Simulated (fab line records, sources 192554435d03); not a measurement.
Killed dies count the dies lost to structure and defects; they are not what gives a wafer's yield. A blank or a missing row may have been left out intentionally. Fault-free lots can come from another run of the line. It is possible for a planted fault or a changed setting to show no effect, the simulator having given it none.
Struck lot and sound lot, side by side :: flow n5-finfet :: 15 out of 1938 route steps
Sound: these wafers, L445.3, L445.5, L445.6. Struck: wafer L432.4 (left out: L432.2, a lot-mate that was not struck); the cause follows at the end.
At each step with rows: each side's tool, then ch and its chambers, then its first start. Under that, the readings that differ: sound wafers :: struck wafers :: difference of the means :: sigmas: that difference in standard deviations of wafers without a fault.
alike: readings whose means differ by less than 2 such deviations, and words and numbers that are the same on both sides. not compared: withheld readings, readings that some wafer has no value for, bounds like >300 that may hide the same value, and numbers for which the record gives no deviation and whose values overlap.
A row with sigmas, a row that says differs or no value, or rows on one side alone: a step with any of these is where the two part. Numbers that don't overlap but have no deviation are shown without sigmas and don't part them. A reading that every wafer of one side lacks parts them only if that side has two wafers or more.

first, 3 steps without rows for these wafers: N5_MOL_CONTACT_COAG_ETCH_106 (etches SOC in N2/H2, target depth 80 nm, overetch 16 nm, time 120 s); N5_MOL_CONTACT_COAG_STRIP_107 (strips in N2/H2); N5_MOL_CONTACT_COAG_STRIP_108 (strips in N2/H2).
N5_MOL_CONTACT_COAG_CONTACT_ETCH_14: etches SiO2 in C4F6/O2, target depth 27.5 nm, overetch 8.5 nm, time 20 s.
  sound on rie-diel-02 ch 0,1,3, day 9 16:05; struck on rie-diel-05 ch 3, day 6 14:53
  alike: drypump-motor-current-A, oes-product-au, rf-vpp-V, showerhead-plenum-p-Torr, throttle-valve-pct
  not compared: rf-hours-counter-h
then, 1 step without rows for these wafers: N5_MOL_CONTACT_COAG_STRIP_109 (strips in C4F6/O2).
N5_MOL_CONTACT_COAG_ETCH_15: etches SiNx in CH3F/O2, stops on Si:P, target depth 7 nm.
  sound on rie-diel-02 ch 0,1,3, day 9 16:07; struck on rie-diel-05 ch 3, day 6 14:55
  alike: drypump-motor-current-A, oes-product-au, rf-vpp-V, showerhead-plenum-p-Torr, throttle-valve-pct
  not compared: rf-hours-counter-h
then, 1 step without rows for these wafers: N5_MOL_CONTACT_COAG_ETCH_110 (etches Si in CF4/O2, target depth 2.5 nm, time 8 s).
N5_MOL_CONTACT_COAG_STRIP_98: strips in N2/H2.
  sound on rie-diel-02 ch 0,1,3, day 9 16:13; struck on rie-diel-05 ch 3, day 6 15:02
reading: drypump-motor-current-A (A)
sound: 5.5 5.9 5.3
struck: 6.4
difference: +0.8
sigmas: +2

reading: rf-vpp-V (V)
sound: 53.7 58.0 53.9
struck: 52.4
difference: -2.8
sigmas: -2
  alike: oes-product-au, showerhead-plenum-p-Torr, throttle-valve-pct
  not compared: rf-hours-counter-h
N5_MOL_CONTACT_COAG_CD_MEAS_99: the cd target is 17.2 nm.
  sound on cd-sem-02, day 9 16:17; struck on cd-sem-02, day 6 15:06
  alike: cd-nm
then, 2 steps without rows for these wafers: N5_MOL_CONTACT_COAG_IMPLANT_129; N5_MOL_CONTACT_COAG_PRECLEAN_111 (cleans in NF3:NH3, afs cycles 1, time 20 s, sublimation time 60 s).
N5_MOL_CONTACT_COAG_TI_SIL_19: material Ti, target thk 4.2 nm, time 15 s.
  sound on pvd-sputter-03, day 9 16:49; struck on pvd-sputter-01, day 6 18:14
reading: throttle-valve-pct (%)
sound: 30.7 31.2 30.1
struck: 27.5
difference: -3.2
sigmas: -3
N5_MOL_CONTACT_COAG_ALD_20: deposits TiN, target thk 1.5 nm, pulse time 1 s, purge time 3 s.
  sound on ald-metal-04 ch 0,2,3, day 9 16:56; struck on ald-metal-04 ch 0, day 6 18:22
reading: ald-cycles
sound: 68 68 68
struck: 111
difference: +43
sigmas: 

reading: model.TiN_of_MOL_CONTACT_COAG_ALD_20.thk-nm (nm)
sound: 1.6 1.4 1.6
struck: 2.4
difference: +0.9
sigmas: 
  alike: heater-power-outer-w, heater-power-w, precursor-pulse-height-rel
N5_MOL_CONTACT_COAG_SIL_ANNEAL_21: time 60 s.
  sound on rtp-anneal-01 ch 0, day 9 17:22; struck on rtp-anneal-02 ch 0, day 6 18:46
reading: wafer_temp_C_max
sound: 552.6 552.1 553.7
struck: 555.2
difference: +2.4
sigmas: +2
  alike: lamp-power-pct
-- a jump in the record: the struck wafers' starts before and after are 4 days apart (it breaks off in module MOL_CONTACT_COAG and resumes in module BEOL_M4, where the first step shown is number 1111 of the route) --
N5_BEOL_M4_RC_MEAS_101:
  sound on prober-02 ch 0, day 13 17:47; struck on prober-02 ch 0, day 11 00:14
  alike: DIBL_N, DIBL_P, IOFF_N, IOFF_P, ION_N, ION_P, SS_N, SS_P, VT_N, VT_P

WHERE THEY PART
Last at N5_MOL_CONTACT_COAG_SIL_ANNEAL_21 as far as this record goes, first at N5_MOL_CONTACT_COAG_STRIP_98. Later steps at which nothing parts them and some readings are alike: N5_BEOL_M4_RC_MEAS_101.

WHY: what had been put in by the simulator
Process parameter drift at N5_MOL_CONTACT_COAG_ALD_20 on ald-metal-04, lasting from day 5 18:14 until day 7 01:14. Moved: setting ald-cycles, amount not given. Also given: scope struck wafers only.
